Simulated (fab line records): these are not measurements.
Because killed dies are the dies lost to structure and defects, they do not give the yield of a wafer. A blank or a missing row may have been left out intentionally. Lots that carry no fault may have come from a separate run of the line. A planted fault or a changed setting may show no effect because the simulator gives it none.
fab line records	flow n5Finfet
[record] lots = 24	wafers = 72	lastDay = 18
route steps=1938 shown BEOL_M10@1504 BEOL_M11@1540
lots untouched by any fault: they come from a run of this same line in which no faults occurred
startH: hours from the record's first day to the start of the lot's first wafer shown	waitH: hours from the lot's prior step to this one	" as in the row above	L1.1+2: a row that stands for several wafers	- no value, or no start given	* or withheld: withheld	< > ~ a bound
route shown NAME@n: names a module that has steps shown in the file, with the first one's number in the route	usual: mean/standard deviation of fault-free wafers	same: alike in all rows	chamber/n: place in a boat	sites: per-site readings	_std_site: the standard deviation of these	_edge_site: the outer-site mean with the inner-site mean subtracted	radiusMm: for every site, how far away it sits from the centre of the wafer	mask NAME#n: copy n	behind: tool/chamber where the wafer was last shaped	hold: cause of the lot's hold/its duration in hours/its outcome	device: the transistor (n, p or np) that didn't switch	end of line: tests of these same wafers at the route's end	a step with no rows: only its recipe	killed: the dies lost at the first sort to structure and to defects; this is not the yield of the wafer	map: shows each die of a wafer: x if killed, . if not, _ if none is there
set.NAME: setting as actually run; set.NAME@STEP: the setting as run at that earlier step	model.NAME: the simulator's own value behind a step, which no gauge read
steps of the route over a sample of lots; a table a step, a row a wafer
services: a tool's chamber out of use, with start hour (startH, from the record's first day; less than 0 if before it), hours out, and reason
[[steps]]
[step N5_BEOL_M10_INSPECT_30]
[recipe] mode = adi	inspectInstrument = brightfield
[usual] rawDefectCount = 441/82
lot.wafer	tool	chamber	startH	waitH	rawDefectCount
L074.1	defectInspect-02	-	231.63	0.0	380
L074.3	"	-	"	"	509
L074.6	"	-	"	"	424
L075.1	defectInspect-02	-	244.38	0.0	545
L075.3	"	-	"	"	371
L075.4	"	-	"	"	378
L076.1	defectInspect-02	-	248.52	0.0	432
L076.3	"	-	"	"	391
L076.6	"	-	"	"	454
L079.1	defectInspect-01	-	253.90	0.0	464
L079.3	"	-	"	"	383
L079.4	"	-	"	"	387
L077.1	defectInspect-01	-	254.11	0.0	411
L077.3	"	-	"	"	443
L077.6	"	-	"	"	481
L078.2	defectInspect-01	-	254.16	0.0	488
L078.4	"	-	"	"	553
L078.5	"	-	"	"	514
L080.2	defectInspect-02	-	271.28	0.0	397
L080.4	"	-	"	"	548
L080.5	"	-	"	"	401
L083.1	defectInspect-01	-	271.45	0.0	322
L083.5	"	-	"	"	315
L083.6	"	-	"	"	538
L081.1	defectInspect-01	-	271.61	0.0	339
L081.4	"	-	"	"	428
L081.5	"	-	"	"	287
L082.1	defectInspect-01	-	274.23	0.0	495
L082.3	"	-	"	"	431
L082.5	"	-	"	"	482
L084.2	defectInspect-02	-	280.85	0.0	418
L084.3	"	-	"	"	609
L084.5	"	-	"	"	305
L085.3	defectInspect-01	-	291.80	0.0	407
L085.5	"	-	"	"	476
L085.6	"	-	"	"	410
L087.2	defectInspect-02	-	310.32	0.0	496
L087.3	"	-	"	"	394
L087.5	"	-	"	"	472
L086.1	defectInspect-01	-	310.49	0.0	398
L086.3	"	-	"	"	457
L086.4	"	-	"	"	497
L089.1	defectInspect-02	-	316.66	0.0	489
L089.5	"	-	"	"	518
L089.6	"	-	"	"	540
L088.1	defectInspect-01	-	323.07	0.0	410
L088.4	"	-	"	"	377
L088.5	"	-	"	"	422
L091.3	defectInspect-02	-	325.28	0.0	592
L091.4	"	-	"	"	429
L091.6	"	-	"	"	620
L090.1	defectInspect-02	-	331.91	0.0	428
L090.3	"	-	"	"	321
L090.5	"	-	"	"	391
L093.3	defectInspect-01	-	337.98	0.0	299
L093.4	"	-	"	"	322
L093.6	"	-	"	"	459
L092.3	defectInspect-02	-	349.00	0.0	466
L092.4	"	-	"	"	470
L092.6	"	-	"	"	500
L094.1	defectInspect-02	-	361.88	0.0	308
L094.5	"	-	"	"	351
L094.6	"	-	"	"	414
L095.2	defectInspect-02	-	368.32	0.0	414
L095.4	"	-	"	"	385
L095.6	"	-	"	"	394
L096.1	defectInspect-02	-	371.11	0.0	382
L096.5	"	-	"	"	396
L096.6	"	-	"	"	479
L097.1	defectInspect-02	-	373.91	0.0	460
L097.2	"	-	"	"	444
L097.3	"	-	"	"	470
[step N5_BEOL_M10_DESCUM_33]
[recipe] chemistry = O2	timeS = 7.9	sourcePowerW = 50	biasPowerW = 20	pressureMtorr = 20	rfFrequencyHz = 2.712e+07	tempC = 40	resist = CAR-ArF	o2FlowSccm = 225
[usual] drypumpMotorCurrentA = 5.8/0.55	oesProductAu = 0.82/0.088	rfVppV = 243.7/1.3	showerheadPlenumPTorr = 2.13/0.064	throttleValvePct = 20.35/0.28
lot.wafer	tool	chamber	startH	waitH	drypumpMotorCurrentA	oesProductAu	rfHoursCounterH	rfVppV	showerheadPlenumPTorr	throttleValvePct
L074.1	rieDiel-01	3	231.66	0.0	6.6	0.93	9	244.0	2.14	20.16
L074.3	"	0	"	"	6.3	0.76	135	243.6	2.19	20.27
L074.6	"	2	"	"	5.2	0.82	-	246.2	2.18	20.10
L075.1	rieDiel-03	3	244.41	0.0	6.0	0.78	125	242.3	2.03	20.64
L075.3	"	1	"	"	5.4	0.69	206	245.7	2.16	20.51
L075.4	"	2	"	"	5.0	0.79	96	243.6	2.13	20.78
L076.1	rieDiel-06	3	249.69	1.2	5.4	0.90	22	245.3	2.25	20.44
L076.3	"	2	"	"	6.3	0.99	5	242.3	2.04	19.94
L076.6	"	2	"	"	6.3	0.99	-	241.7	2.04	19.94
L079.1	rieDiel-03	2	253.94	0.0	5.0	0.80	101	244.0	2.13	20.78
L079.3	"	0	"	"	5.2	0.85	58	245.1	2.11	20.12
L079.4	"	1	"	"	5.4	0.70	210	244.9	2.16	20.52
L077.1	rieDiel-06	1	254.15	0.0	6.6	0.70	228	244.8	2.17	20.60
L077.3	"	0	"	"	5.7	0.68	241	243.3	2.16	20.54
L077.6	"	1	"	"	6.6	0.70	-	243.6	2.17	20.61
L078.2	rieDiel-03	2	254.54	0.4	5.0	0.79	102	243.1	2.13	20.80
L078.4	"	0	"	"	5.2	0.85	59	243.8	2.11	20.13
L078.5	"	3	"	"	5.9	0.78	-	241.1	2.03	20.63
L080.2	rieDiel-06	3	271.31	0.0	5.4	0.88	28	245.3	2.24	20.46
L080.4	"	0	"	"	5.7	0.68	246	243.5	2.16	20.55
L080.5	"	3	"	"	5.4	0.89	-	244.5	2.24	20.44
L083.1	rieDiel-01	1	271.85	0.4	5.7	0.94	18	243.4	2.22	19.93
L083.5	"	3	"	"	6.6	0.89	-	243.7	2.14	20.17
L083.6	"	0	"	"	6.3	0.74	-	244.3	2.18	20.31
L081.1	rieDiel-06	1	272.18	0.6	6.6	0.70	236	242.8	2.17	20.60
L081.4	"	3	"	"	5.4	0.90	28	246.3	2.24	20.47
L081.5	"	2	"	"	6.3	0.96	-	241.5	2.04	19.95
L082.1	rieDiel-01	2	274.41	0.2	5.2	0.79	95	246.4	2.18	20.15
L082.3	"	1	"	"	5.7	0.94	19	245.0	2.22	19.89
L082.5	"	2	"	"	5.2	0.80	-	244.6	2.18	20.11
L084.2	rieDiel-01	3	280.88	0.0	6.6	0.88	29	244.0	2.14	20.21
L084.3	"	2	"	"	5.2	0.80	98	245.0	2.18	20.15
L084.5	"	1	"	"	5.8	0.94	-	243.8	2.22	19.91
L085.3	rieDiel-06	3	291.83	0.0	5.4	0.88	33	244.5	2.24	20.45
L085.5	"	1	"	"	6.6	0.70	-	244.9	2.17	20.61
L085.6	"	2	"	"	6.3	0.95	-	243.3	2.03	19.97
L087.2	rieDiel-01	3	310.35	0.0	6.6	0.85	41	243.7	2.13	20.21
L087.3	"	0	"	"	6.4	0.72	169	243.2	2.17	20.32
L087.5	"	3	"	"	6.6	0.86	-	242.5	2.13	20.22
L086.1	rieDiel-03	0	310.91	0.4	5.2	0.83	77	243.9	2.10	20.17
L086.3	"	2	"	"	5.0	0.78	125	243.0	2.12	20.83
L086.4	"	3	"	"	5.9	0.77	150	241.5	2.02	20.67
L089.1	rieDiel-06	0	316.70	0.0	5.7	0.97	6	242.2	2.15	20.18
L089.5	"	0	"	"	5.7	0.97	-	245.0	2.15	20.16
L089.6	"	3	"	"	5.4	0.86	-	245.3	2.24	20.47
L088.1	rieDiel-03	0	323.10	0.0	5.2	0.83	82	244.1	2.10	20.17
L088.4	"	3	"	"	5.9	0.77	-	242.3	2.02	20.68
L088.5	"	2	"	"	5.0	0.77	-	242.1	2.12	20.82
L091.3	rieDiel-03	3	325.31	0.0	6.0	0.75	157	242.5	2.02	20.68
L091.4	"	3	"	"	6.0	0.75	-	241.8	2.02	20.66
L091.6	"	2	"	"	5.0	0.76	-	242.9	2.12	20.84
L090.1	rieDiel-03	3	331.95	0.0	5.9	0.75	159	241.7	2.02	20.68
L090.3	"	1	"	"	5.5	0.68	239	243.6	2.15	20.57
L090.5	"	0	"	"	5.2	0.81	-	245.1	2.10	20.17
L093.3	rieDiel-01	3	338.08	0.1	6.6	0.84	50	243.6	2.13	20.23
L093.4	"	0	"	"	6.3	0.72	178	244.6	2.17	20.31
L093.6	"	2	"	"	5.2	0.78	-	243.9	2.17	20.17
L092.3	rieDiel-03	2	349.13	0.1	5.0	0.77	140	243.4	2.11	20.84
L092.4	"	1	"	"	5.5	0.68	245	244.0	2.15	20.56
L092.6	"	0	"	"	5.2	0.82	-	241.8	2.10	20.17
L094.1	rieDiel-01	1	362.00	0.1	5.8	0.88	51	243.2	2.21	19.95
L094.5	"	3	"	"	6.6	0.83	-	242.6	2.13	20.22
L094.6	"	2	"	"	5.2	0.78	-	245.0	2.17	20.17
L095.2	rieDiel-06	3	368.36	0.0	5.4	0.83	63	245.5	2.23	20.51
L095.4	"	2	"	"	6.3	0.89	50	243.0	2.02	20.01
L095.6	"	0	"	"	5.8	0.91	-	243.7	2.14	20.19
L096.1	rieDiel-03	3	371.14	0.0	5.9	0.74	172	240.8	2.02	20.70
L096.5	"	2	"	"	5.0	0.75	-	243.5	2.11	20.85
L096.6	"	0	"	"	5.2	0.80	-	244.0	2.09	20.18
L097.1	rieDiel-06	2	374.15	0.2	6.3	0.90	52	242.4	2.02	20.03
L097.2	"	3	"	"	5.4	0.84	64	244.8	2.23	20.51
L097.3	"	0	"	"	5.7	0.91	27	244.9	2.14	20.20
[step N5_BEOL_M10_INSPECT_58]
[recipe] inspectInstrument = darkfield	mode = postDep
[usual] rawDefectCount = 75/26
lot.wafer	tool	chamber	startH	waitH	rawDefectCount
L074.1	defectInspect-01	-	234.80	0.0	47
L074.3	"	-	"	"	41
L074.6	"	-	"	"	57
L075.1	defectInspect-02	-	247.52	0.0	104
L075.3	"	-	"	"	41
L075.4	"	-	"	"	74
L076.1	defectInspect-01	-	252.92	0.0	112
L076.3	"	-	"	"	98
L076.6	"	-	"	"	84
L079.1	defectInspect-02	-	257.57	0.0	40
L079.3	"	-	"	"	56
L079.4	"	-	"	"	47
L077.1	defectInspect-02	-	257.64	0.0	85
L077.3	"	-	"	"	94
L077.6	"	-	"	"	119
L078.2	defectInspect-02	-	257.86	0.0	70
L078.4	"	-	"	"	96
L078.5	"	-	"	"	98
L080.2	defectInspect-02	-	274.63	0.0	111
L080.4	"	-	"	"	79
L080.5	"	-	"	"	63
L083.1	defectInspect-01	-	275.44	0.0	118
L083.5	"	-	"	"	72
L083.6	"	-	"	"	55
L081.1	defectInspect-02	-	276.27	0.0	67
L081.4	"	-	"	"	81
L081.5	"	-	"	"	65
L082.1	defectInspect-01	-	278.89	0.0	49
L082.3	"	-	"	"	46
L082.5	"	-	"	"	55
L084.2	defectInspect-02	-	283.90	0.0	107
L084.3	"	-	"	"	75
L084.5	"	-	"	"	130
L085.3	defectInspect-02	-	295.83	0.0	57
L085.5	"	-	"	"	88
L085.6	"	-	"	"	77
L087.2	defectInspect-01	-	313.05	0.0	56
L087.3	"	-	"	"	79
L087.5	"	-	"	"	53
L086.1	defectInspect-01	-	314.97	0.0	67
L086.3	"	-	"	"	81
L086.4	"	-	"	"	83
L089.1	defectInspect-02	-	320.07	0.0	106
L089.5	"	-	"	"	95
L089.6	"	-	"	"	107
L088.1	defectInspect-01	-	326.18	0.0	63
L088.4	"	-	"	"	95
L088.5	"	-	"	"	74
L091.3	defectInspect-01	-	329.16	0.0	37
L091.4	"	-	"	"	72
L091.6	"	-	"	"	65
L090.1	defectInspect-01	-	334.89	0.0	89
L090.3	"	-	"	"	97
L090.5	"	-	"	"	100
L093.3	defectInspect-01	-	342.86	0.0	37
L093.4	"	-	"	"	40
L093.6	"	-	"	"	105
L092.3	defectInspect-01	-	354.78	0.0	70
L092.4	"	-	"	"	41
L092.6	"	-	"	"	52
L094.1	defectInspect-02	-	366.99	0.0	54
L094.5	"	-	"	"	99
L094.6	"	-	"	"	58
L095.2	defectInspect-02	-	373.77	0.0	94
L095.4	"	-	"	"	97
L095.6	"	-	"	"	52
L096.1	defectInspect-02	-	376.04	0.0	91
L096.5	"	-	"	"	65
L096.6	"	-	"	"	84
L097.1	defectInspect-01	-	378.32	0.0	138
L097.2	"	-	"	"	47
L097.3	"	-	"	"	44
[step N5_BEOL_M11_HM_DEP_02]
[recipe] material = TiN	targetThkA = 200	tempC = 25	chamberPressurePa = 0.49996
[usual] throttleValvePct = 30.4/1.3
lot.wafer	tool	chamber	startH	waitH	throttleValvePct
L074.1	pvdSputter-03	-	236.66	1.2	28.7
L074.3	"	-	"	"	28.5
L074.6	"	-	"	"	31.6
L075.1	pvdSputter-03	-	248.90	0.6	29.0
L075.3	"	-	"	"	28.5
L075.4	"	-	"	"	32.0
L076.1	pvdSputter-01	-	254.80	1.0	31.4
L076.3	"	-	"	"	28.7
L076.6	"	-	"	"	31.2
L079.1	pvdSputter-01	-	258.86	0.4	30.3
L079.3	"	-	"	"	32.0
L079.4	"	-	"	"	31.2
L078.2	pvdSputter-01	-	259.04	0.1	32.1
L078.4	"	-	"	"	30.1
L078.5	"	-	"	"	31.9
L077.1	pvdSputter-02	-	259.10	0.1	30.6
L077.3	"	-	"	"	30.8
L077.6	"	-	"	"	30.1
L080.2	pvdSputter-01	-	277.51	2.2	30.3
L080.4	"	-	"	"	32.0
L080.5	"	-	"	"	31.9
L083.1	pvdSputter-01	-	277.89	1.7	31.5
L083.5	"	-	"	"	31.9
L083.6	"	-	"	"	30.5
L081.1	pvdSputter-01	-	278.25	0.8	30.2
L081.4	"	-	"	"	31.0
L081.5	"	-	"	"	31.9
L082.1	pvdSputter-02	-	280.35	0.7	30.3
L082.3	"	-	"	"	29.1
L082.5	"	-	"	"	29.0
L084.2	pvdSputter-01	-	285.35	0.8	31.5
L084.3	"	-	"	"	32.1
L084.5	"	-	"	"	28.8
L085.3	pvdSputter-03	-	297.25	0.6	29.0
L085.5	"	-	"	"	28.4
L085.6	"	-	"	"	32.2
L087.2	pvdSputter-01	-	314.67	0.9	31.3
L087.3	"	-	"	"	28.7
L087.5	"	-	"	"	31.6
L086.1	pvdSputter-03	-	316.83	1.2	28.4
L086.3	"	-	"	"	31.6
L086.4	"	-	"	"	29.1
L089.1	pvdSputter-01	-	323.89	2.7	28.7
L089.5	"	-	"	"	30.0
L089.6	"	-	"	"	32.0
L088.1	pvdSputter-01	-	327.62	0.8	31.3
L088.4	"	-	"	"	30.4
L088.5	"	-	"	"	31.3
L091.3	pvdSputter-02	-	332.80	3.0	30.2
L091.4	"	-	"	"	28.9
L091.6	"	-	"	"	30.9
L090.1	pvdSputter-02	-	336.76	1.2	28.9
L090.3	"	-	"	"	30.7
L090.5	"	-	"	"	29.1
L093.3	pvdSputter-02	-	344.46	0.4	30.9
L093.4	"	-	"	"	30.2
L093.6	"	-	"	"	30.6
L092.3	pvdSputter-02	-	357.16	1.7	30.1
L092.4	"	-	"	"	30.8
L092.6	"	-	"	"	30.9
L094.1	pvdSputter-01	-	368.20	0.5	31.8
L094.5	"	-	"	"	32.1
L094.6	"	-	"	"	30.4
L095.2	pvdSputter-03	-	374.88	0.4	28.7
L095.4	"	-	"	"	32.2
L095.6	"	-	"	"	32.1
L096.1	pvdSputter-03	-	378.24	1.5	28.9
L096.5	"	-	"	"	32.0
L096.6	"	-	"	"	28.6
L097.1	pvdSputter-02	-	380.00	0.5	30.2
L097.2	"	-	"	"	30.9
L097.3	"	-	"	"	29.1
[step N5_BEOL_M11_ETCH_61]
[recipe] chemistry = CF4	target = SiARC	targetDepthA = 390	maskMaterial = CAR-ArF	timeS = 65	ionEnergyEv = 80	pressureMtorr = 40	sourceW = 545	biasW = 36	Ar_flow_sccm = 100	cf4FlowSccm = 100	ends = cleared
[usual] drypumpMotorCurrentA = 5.6/0.41	etchRfOnTimeS = 65.5/1.2	oesProductAu = 0.68/0.062	rfVppV = 184.3/1	showerheadPlenumPTorr = 2.16/0.048	throttleValvePct = 15.59/0.22
lot.wafer	tool	chamber	startH	waitH	drypumpMotorCurrentA	etchRfOnTimeS	oesProductAu	rfHoursCounterH	rfVppV	showerheadPlenumPTorr	throttleValvePct
L074.1	rieDiel-05	3	237.28	0.0	5.6	64.4	0.76	34	182.9	2.11	15.42
L074.3	"	0	"	"	6.2	66.4	0.62	188	185.6	2.21	15.91
L074.6	"	2	"	"	5.5	66.5	0.73	-	184.4	2.17	15.49
L075.1	rieDiel-02	2	249.39	0.0	5.5	65.5	0.62	181	183.3	2.13	15.54
L075.3	"	3	"	"	5.2	66.3	0.59	191	184.5	2.22	15.87
L075.4	"	0	"	"	5.4	64.6	0.79	20	186.6	2.27	15.25
L076.1	rieDiel-04	3	255.36	0.0	5.7	66.4	0.71	58	185.4	2.19	15.72
L076.3	"	0	"	"	5.9	64.1	0.65	159	184.3	2.13	15.46
L076.6	"	3	"	"	5.7	66.0	0.71	-	185.8	2.19	15.72
L079.1	rieDiel-05	0	259.42	0.0	6.2	66.5	0.61	196	186.4	2.21	15.90
L079.3	"	1	"	"	5.6	64.1	0.63	178	184.9	2.14	15.63
L079.4	"	3	"	"	5.6	64.7	0.75	41	183.1	2.10	15.43
L078.2	rieDiel-04	0	259.66	0.0	5.8	65.1	0.64	160	183.8	2.13	15.48
L078.4	"	2	"	"	6.4	64.4	0.72	71	184.9	2.18	15.72
L078.5	"	3	"	"	5.7	67.2	0.70	-	185.0	2.18	15.74
L077.1	rieDiel-05	0	259.91	0.0	6.2	66.7	0.61	196	185.3	2.21	15.92
L077.3	"	2	"	"	5.5	66.6	0.73	65	184.6	2.17	15.49
L077.6	"	1	"	"	5.6	63.8	0.63	-	183.6	2.14	15.62
L080.2	rieDiel-02	2	278.13	0.0	5.6	65.7	0.63	186	184.3	2.13	15.53
L080.4	"	0	"	"	5.4	65.5	0.76	30	185.1	2.27	15.24
L080.5	"	0	"	"	5.3	65.3	0.77	-	185.3	2.27	15.26
L083.1	rieDiel-04	3	278.55	0.0	5.7	66.6	0.71	66	184.5	2.18	15.74
L083.5	"	0	"	"	5.9	64.7	0.64	-	184.3	2.13	15.48
L083.6	"	1	"	"	5.3	64.6	0.75	-	183.9	2.08	15.34
L081.1	rieDiel-04	0	278.84	0.0	5.9	65.6	0.64	166	182.9	2.13	15.47
L081.4	"	3	"	"	5.7	66.7	0.70	66	184.9	2.18	15.73
L081.5	"	1	"	"	5.3	64.5	0.74	-	183.2	2.08	15.34
L082.1	rieDiel-02	0	280.85	0.0	5.3	66.7	0.76	31	185.8	2.27	15.26
L082.3	"	2	"	"	5.6	67.1	0.62	187	185.1	2.13	15.53
L082.5	"	2	"	"	5.6	66.5	0.62	-	183.7	2.13	15.54
L084.2	rieDiel-04	0	285.87	0.0	5.9	63.7	0.65	169	184.7	2.13	15.50
L084.3	"	3	"	"	5.7	66.0	0.70	69	184.7	2.18	15.75
L084.5	"	0	"	"	5.9	64.3	0.64	-	185.3	2.13	15.48
L085.3	rieDiel-04	3	297.87	0.0	5.7	66.5	0.70	72	184.8	2.18	15.75
L085.5	"	3	"	"	5.7	65.9	0.70	-	184.8	2.18	15.76
L085.6	"	2	"	"	6.4	64.3	0.71	-	184.3	2.18	15.73
L087.2	rieDiel-04	3	315.50	0.0	5.7	67.4	0.69	78	185.1	2.18	15.75
L087.3	"	2	"	"	6.4	64.4	0.70	89	185.3	2.17	15.75
L087.5	"	2	"	"	6.4	64.6	0.70	-	184.1	2.17	15.74
L086.1	rieDiel-02	3	317.97	0.0	5.2	66.1	0.58	210	184.2	2.21	15.92
L086.3	"	1	"	"	4.9	66.5	0.75	33	184.8	2.18	15.32
L086.4	"	0	"	"	5.4	65.4	0.75	42	184.2	2.27	15.28
L089.1	rieDiel-02	3	324.52	0.0	5.2	66.7	0.58	212	183.1	2.21	15.91
L089.5	"	2	"	"	5.6	65.8	0.61	-	183.7	2.13	15.55
L089.6	"	1	"	"	4.9	66.9	0.75	-	185.1	2.18	15.31
L088.1	rieDiel-04	2	328.24	0.0	6.4	63.7	0.71	92	184.7	2.17	15.76
L088.4	"	0	"	"	5.9	64.6	0.63	181	183.6	2.12	15.50
L088.5	"	1	"	"	5.3	64.5	0.73	-	183.1	2.08	15.36
L091.3	rieDiel-02	1	333.41	0.0	4.9	66.6	0.74	39	184.2	2.18	15.32
L091.4	"	0	"	"	5.3	65.2	0.75	43	185.0	2.27	15.27
L091.6	"	2	"	"	5.6	65.3	0.61	-	181.0	2.13	15.56
L090.1	rieDiel-04	3	337.26	0.0	5.7	66.0	0.69	84	184.6	2.18	15.78
L090.3	"	1	"	"	5.3	64.4	0.73	56	182.4	2.07	15.36
L090.5	"	3	"	"	5.7	65.9	0.69	-	185.1	2.18	15.80
L093.3	rieDiel-05	3	345.33	0.0	5.6	64.9	0.72	67	184.7	2.09	15.49
L093.4	"	1	"	"	5.6	62.6	0.61	205	182.9	2.13	15.66
L093.6	"	0	"	"	6.2	66.4	0.60	-	183.5	2.20	15.99
L092.3	rieDiel-02	2	358.04	0.0	5.6	65.9	0.60	211	185.2	2.12	15.60
L092.4	"	0	"	"	5.4	65.1	0.73	50	186.0	2.26	15.30
L092.6	"	3	"	"	5.2	67.3	0.57	-	184.6	2.21	15.94
L094.1	rieDiel-04	2	368.82	0.0	6.4	64.4	0.69	105	184.3	2.17	15.78
L094.5	"	2	"	"	6.4	64.4	0.69	-	184.3	2.17	15.78
L094.6	"	3	"	"	5.7	65.7	0.67	-	184.4	2.17	15.79
L095.2	rieDiel-05	1	375.50	0.0	5.6	62.3	0.61	215	186.1	2.13	15.67
L095.4	"	0	"	"	6.2	66.2	0.60	233	183.8	2.19	15.98
L095.6	"	0	"	"	6.2	65.7	0.60	-	184.8	2.19	16.00
L096.1	rieDiel-02	1	378.80	0.0	4.9	66.2	0.73	53	184.6	2.17	15.35
L096.5	"	1	"	"	4.9	65.9	0.72	-	185.7	2.17	15.34
L096.6	"	2	"	"	5.6	67.1	0.59	-	183.6	2.12	15.59
L097.1	rieDiel-02	3	380.61	0.0	5.2	67.2	0.56	229	184.5	2.20	15.95
L097.2	"	0	"	"	5.4	65.3	0.73	57	186.9	2.26	15.32
L097.3	"	1	"	"	4.9	65.6	0.72	54	184.4	2.17	15.35
[step N5_BEOL_M11_OVL_MEAS_29]
[recipe] pointsPerWafer = 44
[usual] V10_OVL = 0.1/0.87
lot.wafer	tool	chamber	startH	waitH	V10_OVL[nm]
L074.1	overlay-02	0	240.57	0.0	-0.2
L074.3	"	0	"	"	-0.7
L074.6	"	0	"	"	0.4
L075.1	overlay-01	0	250.67	0.0	0.5
L075.3	"	0	"	"	-0.7
L075.4	"	0	"	"	-1.0
L076.1	overlay-02	0	256.52	0.0	1.2
L076.3	"	0	"	"	0.3
L076.6	"	0	"	"	0.2
L079.1	overlay-02	0	261.39	0.0	-0.1
L079.3	"	0	"	"	-0.4
L079.4	"	0	"	"	-1.7
L078.2	overlay-02	0	261.56	0.0	0.2
L078.4	"	0	"	"	0.5
L078.5	"	0	"	"	-0.8
L077.1	overlay-02	0	261.73	0.0	0.1
L077.3	"	0	"	"	0.7
L077.6	"	0	"	"	1.5
L080.2	overlay-02	0	278.89	0.0	1.2
L080.4	"	0	"	"	0.6
L080.5	"	0	"	"	0.1
L083.1	overlay-02	0	279.41	0.0	0.9
L083.5	"	0	"	"	1.0
L083.6	"	0	"	"	2.2
L081.1	overlay-02	0	280.95	0.0	0.7
L081.4	"	0	"	"	1.0
L081.5	"	0	"	"	2.0
L082.1	overlay-02	0	281.80	0.0	-0.8
L082.3	"	0	"	"	-1.2
L082.5	"	0	"	"	-1.6
L084.2	overlay-02	0	291.78	0.1	-1.1
L084.3	"	0	"	"	-0.5
L084.5	"	0	"	"	0.8
L085.3	overlay-01	0	301.79	0.0	1.0
L085.5	"	0	"	"	0.0
L085.6	"	0	"	"	-0.5
L087.2	overlay-01	0	316.45	0.0	1.3
L087.3	"	0	"	"	0.9
L087.5	"	0	"	"	0.4
L086.1	overlay-01	0	323.04	0.0	2.0
L086.3	"	0	"	"	0.0
L086.4	"	0	"	"	2.0
L089.1	overlay-02	0	326.84	0.0	0.0
L089.5	"	0	"	"	-1.3
L089.6	"	0	"	"	-0.6
L088.1	overlay-01	0	332.01	0.0	0.0
L088.4	"	0	"	"	-0.9
L088.5	"	0	"	"	1.2
L091.3	overlay-02	0	336.55	0.0	0.9
L091.4	"	0	"	"	-0.1
L091.6	"	0	"	"	1.1
L090.1	overlay-01	0	338.12	0.0	-0.5
L090.3	"	0	"	"	0.1
L090.5	"	0	"	"	0.6
L093.3	overlay-01	0	346.84	0.0	-0.1
L093.4	"	0	"	"	-0.2
L093.6	"	0	"	"	0.2
L092.3	overlay-01	0	362.17	0.0	1.3
L092.4	"	0	"	"	1.3
L092.6	"	0	"	"	1.1
L094.1	overlay-01	0	369.79	0.0	0.6
L094.5	"	0	"	"	0.9
L094.6	"	0	"	"	-0.4
L095.2	overlay-01	0	377.85	0.0	-0.5
L095.4	"	0	"	"	-2.0
L095.6	"	0	"	"	-0.6
L096.1	overlay-02	0	379.80	0.0	-0.1
L096.5	"	0	"	"	-0.1
L096.6	"	0	"	"	-0.1
L097.1	overlay-02	0	381.36	0.0	-1.3
L097.2	"	0	"	"	-0.5
L097.3	"	0	"	"	-0.2
[[services]]
tool	chamber	startH	hours	kind
rieDiel-05	3	210.20	15.3	repair
rieDiel-06	-	233.19	15.6	pm
rieDiel-06	3	251.02	9.4	repair
rieDiel-03	3	259.60	4.2	repair
rieDiel-06	0	263.94	4.2	repair
rieDiel-02	3	264.08	11.4	repair
rieDiel-02	-	271.71	2.8	pm
rieDiel-06	-	277.23	4.3	pm
rieDiel-01	0	287.50	1.8	repair
rieDiel-02	-	300.28	4.0	repair
rieDiel-03	0	303.24	7.5	repair
rieDiel-06	2	309.91	2.8	repair
rieDiel-03	1	321.25	4.6	repair
rieDiel-02	0	322.58	9.6	repair
rieDiel-04	1	330.34	2.0	repair
pvdSputter-03	-	332.92	11.1	repair
rieDiel-02	-	337.47	0.7	repair
pvdSputter-02	-	346.78	6.9	repair
rieDiel-05	3	351.34	12.4	repair
rieDiel-03	1	363.70	-	clean
rieDiel-03	1	363.70	-	consumableReplace:focusRing
rieDiel-03	1	363.70	16.3	scheduledDown
rieDiel-01	-	373.96	1.1	repair
rieDiel-01	1	378.85	1.3	repair
[[key]]
fault none
